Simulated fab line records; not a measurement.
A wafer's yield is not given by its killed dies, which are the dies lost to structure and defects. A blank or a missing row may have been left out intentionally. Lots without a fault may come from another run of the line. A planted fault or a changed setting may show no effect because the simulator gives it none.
Which tool did it? -- flow n5 finfet -- Sampling: 10 lots, 27 wafers, 3 of 1938 route steps

== WHAT EACH GAUGE READ, for each wafer ==
N5_SD_EPI_P_EPI_MEAS_23.
lot,measured,on,thk nm (nm)
L456,day 3 10:17,film metro-01,60.0 61.7
L457,day 3 14:55,film metro-02,60.9 60.5 61.7
L458,day 3 19:41,film metro-02,58.9 62.4
L459,day 4 05:03,film metro-01,61.6 59.3 60.9
L461,day 4 15:29,film metro-01,60.1 59.6 59.3
L463,day 5 05:58,film metro-02,60.2 60.3
L474,day 7 21:52,film metro-01,53.9 56.4 55.7
L475,day 8 05:04,film metro-02,61.1 62.1 64.6
L476,day 8 08:11,film metro-01,55.4 54.3 53.9
L478,day 8 22:04,film metro-02,60.7 60.6 61.6

== WHICH TOOL RAN EACH LOT (tool, then ch and the chambers of the sampled wafers, then the start) ==
lot,N5_SD_EPI_P_ETCH_47,N5_SD_EPI_P_EPI_21
L456,"rie diel-03 ch 0,3, day 3 07:15","epi rpcvd-01 ch 0, day 3 08:26"
L457,"rie diel-03 ch 2,3, day 3 11:53","epi rpcvd-04 ch 0, day 3 13:26"
L458,"rie diel-03 ch 2,3, day 3 16:38","epi rpcvd-04 ch 0, day 3 17:49"
L459,"rie diel-01 ch 0,3, day 4 02:01","epi rpcvd-02 ch 0, day 4 03:13"
L461,"rie diel-03 ch 0,1, day 4 12:28","epi rpcvd-01 ch 0, day 4 14:01"
L463,"rie diel-01 ch 1,3, day 5 02:55","epi rpcvd-04 ch 0, day 5 04:50"
L474,"rie diel-03 ch 1,2, day 7 17:59","epi rpcvd-04 ch 0, day 7 19:25"
L475,"rie diel-05 ch 1,2, day 8 00:23","epi rpcvd-02 ch 0, day 8 02:07"
L476,"rie diel-05 ch 0,2,3, day 8 05:09","epi rpcvd-04 ch 0, day 8 06:21"
L478,"rie diel-03 ch 2,3, day 8 19:02","epi rpcvd-01 ch 0, day 8 20:14"
- N5_SD_EPI_P_ETCH_47: etches SiOCN in CH3F/O2, target depth 25 nm.
- N5_SD_EPI_P_EPI_21: deposits SiGe:B, time 355 s.

== THE ANSWER, worked out from the rows above alone ==
Rule: what is usual is taken from the lots themselves. The widest of any qualifying gaps counts: lots, ordered by their means at a reading, are off when they make up no more than a third of the lots, leave a main group of 4 or more, and stand apart from it by 3 or more times the standard deviation of that group's means. If all means in a main group match to the digits the tables above print for the reading, that group is not used. Also off: a lot with no number at a reading for which 4 or more lots have one. Where the step has rows for the other lots, those lots are counted as sound.
Off: L474, L476 (N5_SD_EPI_P_EPI_MEAS_23, thk nm). For the main group the mean is 60.8 nm and the standard deviation 0.79.
If a tool, at a process step before that reading, ran all the lots that are off and no sound lot after the first of them, it fits. Those tools and the gauges at N5_SD_EPI_P_EPI_MEAS_23 are tried in the same way. 2 tools fit, epi rpcvd-04 at N5_SD_EPI_P_EPI_21 and film metro-01 at N5_SD_EPI_P_EPI_MEAS_23, so this cannot tell which one it is.

== WHAT THE SIMULATOR PUT IN ==
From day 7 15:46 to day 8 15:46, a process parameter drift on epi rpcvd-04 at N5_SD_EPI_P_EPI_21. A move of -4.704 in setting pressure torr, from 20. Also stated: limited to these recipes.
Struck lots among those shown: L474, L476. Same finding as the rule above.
